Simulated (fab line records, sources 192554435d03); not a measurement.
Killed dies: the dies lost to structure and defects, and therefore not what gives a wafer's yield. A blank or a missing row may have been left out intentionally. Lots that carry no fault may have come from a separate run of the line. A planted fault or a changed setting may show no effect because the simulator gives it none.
A struck lot beside a sound one + flow n5-finfet + 22 out of 1938 route steps
Sound: the wafers L614.2, L614.3, L614.5. Wafers struck: L608.1, L608.2, L608.4. Last of all comes the cause.
Each step with rows lists, per side, the tool, then ch with its chambers, then its first start. Under that, the readings that differ: sound wafers + struck wafers + difference of the means + sigmas: that difference in standard deviations of wafers without a fault.
alike: readings whose means differ by less than 2 such deviations, and words and numbers that are the same on both sides. not compared: withheld readings, readings that some wafer has no value for, bounds like >300 that may hide the same value, and numbers for which the record gives no deviation and whose values overlap.
The two part at a step that has a row with sigmas, a row that says differs or no value, or rows on one side only. Numbers that don't overlap but have no deviation are shown without sigmas and don't part them. Lack of a reading on every wafer of one side parts them only where that side has two or more wafers.

first, 1 step without rows for these wafers: N5_WELL_APT_HARDBAKE_12 (time 120 s).
N5_WELL_APT_CD_MEAS_08 targets a cd of 200 nm.
  sound on cd-sem-01 ch 0, day 6 19:51; struck on cd-sem-02 ch 0, day 5 07:50
  alike: cd-nm
N5_WELL_APT_OVL_MEAS_09:
  sound on overlay-01 ch 0, day 6 19:53; struck on overlay-02 ch 0, day 5 07:53
  alike: NWELL_OVL
N5_WELL_APT_INSPECT_10: inspects for defects (macro).
  sound on defect-inspect-02, day 6 19:54; struck on defect-inspect-02, day 5 07:55
  alike: raw-defect-count
N5_WELL_APT_DESCUM_13: chemistry O2, time 7.9 s.
  sound on rie-diel-02 ch 0,2,3, day 6 20:00; struck on rie-diel-05 ch 0,1,2, day 5 08:00
  alike: drypump-motor-current-A, oes-product-au, rf-vpp-V, showerhead-plenum-p-Torr, throttle-valve-pct
  not compared: rf-hours-counter-h
then, 7 steps without rows for these wafers: N5_WELL_APT_IMPLANT_14; N5_WELL_APT_IMPLANT_15; N5_WELL_APT_STRIP_16 (strips in SPM, time 900 s); N5_WELL_APT_HMDS_18 (time 60 s); N5_WELL_APT_COAT_19 (resist thk 950 nm); N5_WELL_APT_EBR_21; N5_WELL_APT_SOFTBAKE_20 (time 60 s).
N5_WELL_APT_EXPOSE_22: exposes mask PWELL, defocus 0 nm, target cd 200 nm.
  sound on krf-scanner-02 ch 0, day 6 20:59; struck on krf-scanner-01 ch 0, day 5 08:54
| reading              | sound                | struck               | difference | sigmas |
|----------------------|----------------------|----------------------|------------|--------|
| exposure-dose-mJ-cm2 | 23.248 23.202 23.236 | 22.517 22.485 22.443 | -0.747     | -34    |
  alike: mask
then, 3 steps without rows for these wafers: N5_WELL_APT_PEB_23 (peb time 90 s); N5_WELL_APT_DEVELOP_24 (develop time 45 s); N5_WELL_APT_HARDBAKE_29 (time 120 s).
N5_WELL_APT_CD_MEAS_25 targets a cd of 200 nm.
  sound on cd-sem-01 ch 0, day 6 21:10; struck on cd-sem-01 ch 0, day 5 09:04
| reading    | sound             | struck            | difference | sigmas |
|------------|-------------------|-------------------|------------|--------|
| cd-nm (nm) | 198.6 200.4 198.9 | 190.3 193.9 194.1 | -6.5       | -4     |
N5_WELL_APT_OVL_MEAS_26:
  sound on overlay-01 ch 0, day 6 21:11; struck on overlay-02 ch 0, day 5 09:06
| reading        | sound   | struck     | difference | sigmas |
|----------------|---------|------------|------------|--------|
| PWELL_OVL (nm) | 10 10 9 | -12 -11 -7 | -20        | -4     |
N5_WELL_APT_INSPECT_27: inspects for defects (macro).
  sound on defect-inspect-02, day 6 21:13; struck on defect-inspect-01, day 5 09:08
  alike: raw-defect-count
N5_WELL_APT_DESCUM_30: chemistry O2, time 7.9 s.
  sound on rie-diel-02 ch 1,2,3, day 6 21:14; struck on rie-diel-02 ch 0,2,3, day 5 09:20
| reading                   | sound             | struck          | difference | sigmas |
|---------------------------|-------------------|-----------------|------------|--------|
| model.WELL_APT.cd-nm (nm) | 198.8 200.6 198.7 | 189.9 193.8 194 | -6.8       |        |
  alike: drypump-motor-current-A, oes-product-au, rf-vpp-V, showerhead-plenum-p-Torr, throttle-valve-pct
  not compared: rf-hours-counter-h
then, 2 steps without rows for these wafers: N5_WELL_APT_IMPLANT_31; N5_PASSIVATION_PROBE_49.

== WHERE THEY PART ==
Earliest at N5_WELL_APT_EXPOSE_22; latest, in this record, at N5_WELL_APT_OVL_MEAS_26. Later steps at which nothing parts them and some readings are alike: N5_WELL_APT_INSPECT_27, N5_WELL_APT_DESCUM_30.

WHY: what had been put in by the simulator
Process parameter drift: krf-scanner-01, from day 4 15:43 on, at N5_WELL_APT_EXPOSE_22. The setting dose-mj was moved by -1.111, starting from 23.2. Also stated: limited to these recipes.
